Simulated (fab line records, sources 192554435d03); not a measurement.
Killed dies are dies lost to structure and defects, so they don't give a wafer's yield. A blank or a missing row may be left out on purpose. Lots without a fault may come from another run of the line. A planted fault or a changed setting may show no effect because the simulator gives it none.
Which tool did it? | flow n5_finfet | 23 lots, 69 wafers sampled, at 1 step of a route of 1938

WHAT THE GAUGES READ, wafer by wafer
N5_FIN_SAQP_OCD_MEAS_76. Usual: trench_depth_nm 119.7 nm, standard deviation 2.
lot  | measured    | on     | trench_depth_nm (nm) | flag
L074 | day 2 03:16 | ocd-01 | 121.8 119.6 120.5    |
L075 | day 2 08:26 | ocd-02 | 122.6 118.1 116.2    |
L077 | day 2 19:50 | ocd-02 | 116.9 116.7 120.1    |
L078 | day 3 01:48 | ocd-02 | 119.6 120.1 123.9    |
L079 | day 3 09:32 | ocd-02 | 121.5 119.3 121.9    |
L080 | day 3 15:22 | ocd-01 | 120.8 119.6 120.1    |
L081 | day 3 21:08 | ocd-01 | 119.1 117.2 119.6    |
L082 | day 4 01:51 | ocd-02 | 115.5 119.2 115.7    |
L083 | day 4 07:36 | ocd-02 | 119.1 120.2 120.4    |
L084 | day 4 15:52 | ocd-01 | 119.8 119.6 118.2    |
L085 | day 4 21:06 | ocd-02 | 119.9 119.7 120.4    |
L086 | day 5 05:32 | ocd-01 | 119.4 118.8 118.3    |
L087 | day 5 10:37 | ocd-02 | 116.6 120.3 116.5    |
L088 | day 5 14:13 | ocd-01 | 123.4 118.9 117.9    |
L089 | day 5 20:22 | ocd-02 | 119.3 117.8 117.5    |
L090 | day 6 02:38 | ocd-01 | 117.5 119.5 120.3    |
L091 | day 6 08:56 | ocd-01 | 117.8 117.5 122.8    |
L092 | day 6 13:50 | ocd-01 | 120.5 120.1 120.7    |
L093 | day 6 20:23 | ocd-01 | 118.9 118.1 119.0    |
L094 | day 7 02:38 | ocd-02 | 121.0 124.0 119.1    |
L095 | day 7 10:17 | ocd-02 | 119.5 117.9 122.5    |
L096 | day 7 15:58 | ocd-02 | 123.4 119.9 122.7    |
L097 | day 7 22:39 | ocd-02 | 117.6 116.5 117.8    |

WHICH TOOL RAN EACH LOT (tool, then ch and the chambers of the sampled wafers, then the start)
The record holds no process step before these readings.

WHAT THE TOOLS THEMSELVES READ (means of the sampled wafers that have a number; where no wafer has one, the mark that the record gives instead)
The record holds no such reading with a usual standard deviation.

THE ANSWER, worked out from the rows above alone
Rule: a lot is off if the mean of its wafers that have a number lies more than 3 standard deviations from the usual mean. A lot without any number at a reading at which 4 lots or more have one is off too. The other lots that the step has rows for count as sound. The gauges are gone through in route order, then the tools' own readings, and for those a lot's mean is taken as printed above. The first step at which some lot is off is used, and at that step the reading that is off furthest; a lot without a number counts as furthest.
No lot is off at any reading shown: from this, nothing can be told.

WHAT THE SIMULATOR HAD PUT IN
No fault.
